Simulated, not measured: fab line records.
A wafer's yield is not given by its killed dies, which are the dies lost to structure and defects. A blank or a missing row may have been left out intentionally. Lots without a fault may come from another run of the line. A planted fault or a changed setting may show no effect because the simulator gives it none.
Problem report in the 8D (eight disciplines) form, filled by code + flow nand-harc + the parts of the form that need people (team, actions taken, sign-off) are left out

## 1. THE ISSUE
Mean of run-length-s at NHARC_A_STAIRCASE_ETCH_190: 74.0 s across 2 wafers in 2 lots; on wafers with no fault it is 61.8 s (standard deviation 0.55). Measured from the usual mean, that is +22 standard deviations.
The step: etches the open film in C4F8/O2, target depth 100 nm, time 40.5 s.
First seen on wafer L739.5, day 14 22:37, on rie-diel-03. The record holds 42 wafers of 14 lots with a number at this step. Rule for "out", or "out of limits": more than 4 standard deviations from the usual mean. All remaining wafers that have a number are taken as sound.

## 2. WHAT IT IS, AND WHAT IT ISN'T
| question                    | is                | is not                                                                                 |
|-----------------------------|-------------------|----------------------------------------------------------------------------------------|
| which readings at this step | run-length-s      | oes-product-au, rf-vpp-V                                                               |
| which lots                  | L739, L745        | L725, L726, L727, L728, L729, L730, L732, L734, L736, L742, L746, L747                 |
| which wafers of those lots  | L739.5, L745.6    | L739.1, L739.2, L745.1, L745.2                                                         |
| read on which tools         | rie-diel-03       | rie-diel-01, rie-diel-13                                                               |
| when                        | from day 14 22:37 | up to then (29 sound wafers); but 11 sound wafers of L742, L745, L746, L747 came after |

## 3. THE SUSPECTS, EACH WITH WHAT RULES IT OUT
Counting: any tool at a process step up to the reading remains a suspect provided it ran every lot that is out. Sound lots after the first of them don't rule it out here, since some wafers of a struck lot are sound.
- rie-diel-03 at NHARC_A_STAIRCASE_ETCH_188 (etches the open film in C4F8/O2, target depth 100 nm, time 40.5 s): kept. Ran every lot that is out, first one L739 (day 14 22:37); last sound lot up to then L736 (day 14 01:30). Because NHARC_A_STAIRCASE_ETCH_188 lacks a start for some lots, the hours and order of its lots are taken from NHARC_A_STAIRCASE_ETCH_190.
- rie-diel-03 at NHARC_A_STAIRCASE_ETCH_190 (etches the open film in C4F8/O2, target depth 100 nm, time 40.5 s): kept. Ran every lot that is out, first one L739 (day 14 22:37); last sound lot up to then L736 (day 14 01:30). Its own readings are out on those wafers: run-length-s.
After counting, rie-diel-03 at NHARC_A_STAIRCASE_ETCH_188 and rie-diel-03 at NHARC_A_STAIRCASE_ETCH_190 remain.

## 4. THE CAUSE (what the simulator had put in)
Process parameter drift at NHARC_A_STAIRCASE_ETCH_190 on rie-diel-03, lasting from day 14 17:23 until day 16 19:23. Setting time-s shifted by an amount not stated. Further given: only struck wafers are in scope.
Of the 2 suspects that counting leaves, this tool is one.

## 5. THE CHAIN OF EFFECTS, in route order
Each row: a reading whose mean over the struck wafers that have a number lies more than 3 standard deviations from the usual. Only readings for which the record gives a usual standard deviation are gone through. hours: the time from each lot's start at the first step in this table that gives one to its start at this step, as a median over the lots. sigmas: the change in usual standard deviations.
| hours | step                       | reading      | usual  | on struck wafers | change | sigmas |
|-------|----------------------------|--------------|--------|------------------|--------|--------|
| 0     | NHARC_A_STAIRCASE_ETCH_190 | run-length-s | 61.8 s | 74.0             | +12.2  | +22    |
Here are the process steps it includes:
- NHARC_A_STAIRCASE_ETCH_190: etches the open film in C4F8/O2, target depth 100 nm, time 40.5 s.

## 6. HOW IT WOULD HAVE BEEN CAUGHT EARLIER
In this record no reading fell out of limits until day 14 22:37, 5 hours after the fault had begun at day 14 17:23.
